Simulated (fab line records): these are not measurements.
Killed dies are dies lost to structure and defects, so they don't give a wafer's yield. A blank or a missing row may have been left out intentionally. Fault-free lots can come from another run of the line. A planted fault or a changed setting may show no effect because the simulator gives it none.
Matching of chambers	flow nand-harc	4 sister chambers for NHARC_P_CONTACT_ALD_22 on ald-metal-04
The step deposits TiN, target thk 3 nm, pulse time 1 s, ald cycles 150. 24 wafers are shown with their chamber, then 12 later ones without.

== EACH WAFER AND ITS CHAMBER ==
wafer	chamber	heater-power-outer-w (W)	heater-power-w (W)	precursor-pulse-height-rel
L075.1	3	893	1261	0.992
L075.2	2	630	983	0.982
L075.4	1	788	1184	1.009
L077.1	2	627	938	1.004
L077.3	0	679	1001	1.010
L077.4	1	781	1211	0.995
L078.1	2	636	955	0.986
L078.3	0	675	1044	0.974
L078.6	3	891	1243	1.026
L080.2	0	674	1035	0.990
L080.4	1	789	1214	1.022
L080.5	0	688	1027	0.993
L081.1	2	629	968	0.975
L081.3	1	793	1167	0.996
L081.4	3	885	1258	1.003
L083.2	0	701	1014	1.002
L083.4	3	856	1235	1.026
L083.5	2	627	957	1.023
L084.1	1	812	1167	1.012
L084.3	2	634	970	1.025
L084.4	0	699	1041	1.031
L086.1	2	618	981	1.004
L086.2	1	820	1222	0.996
L086.4	3	863	1268	1.002

SIGNATURES, as means of the wafers listed above
reading	chamber 0	chamber 1	chamber 2	chamber 3	scatter within a chamber
heater-power-outer-w	686.00	797.17	628.71	877.60	12.7
heater-power-w	1027.00	1194.17	964.57	1253.00	18.3
precursor-pulse-height-rel	1.00000	1.00500	0.99986	1.00980	0.017
Rule: a wafer lies at a distance from a chamber equal to the root of the sum of squares, over the readings, of (its reading less the chamber's mean, divided by the reading's scatter). If the next closest chamber is less than 2 further off than the closest, the wafer can't be placed; otherwise it belongs to the closest. The scatter: take each reading less its chamber's mean, square it, sum over the shown wafers, divide by the number of wafers less the number of chambers, and take the root.

== WAFERS WITHOUT THEIR CHAMBER ==
wafer	heater-power-outer-w (W)	heater-power-w (W)	precursor-pulse-height-rel
L089.3	692	1032	1.008
L089.5	696	1010	1.053
L089.6	891	1210	1.023
L093.3	807	1245	0.974
L093.5	588	915	1.005
L093.6	831	1272	0.991
L095.1	841	1214	0.995
L095.3	576	922	0.999
L095.5	585	907	0.964
L097.2	708	1055	1.007
L097.3	574	917	1.007
L097.4	827	1225	1.016

== WHICH CHAMBER EACH ONE RAN IN ==
wafer	from the rows above	in truth
L089.3	0	0
L089.5	0	0
L089.6	3	3
L093.3	1	1
L093.5	2	2
L093.6	can't be placed: 3 or 1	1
L095.1	can't be placed: 1 or 3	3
L095.3	2	2
L095.5	2	2
L097.2	0	0
L097.3	2	2
L097.4	can't be placed: 1 or 3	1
9 of 12 placed correctly. Cannot be placed on the basis of these rows: 3; the candidates contain the true chamber in 3. 0 placed wrongly.
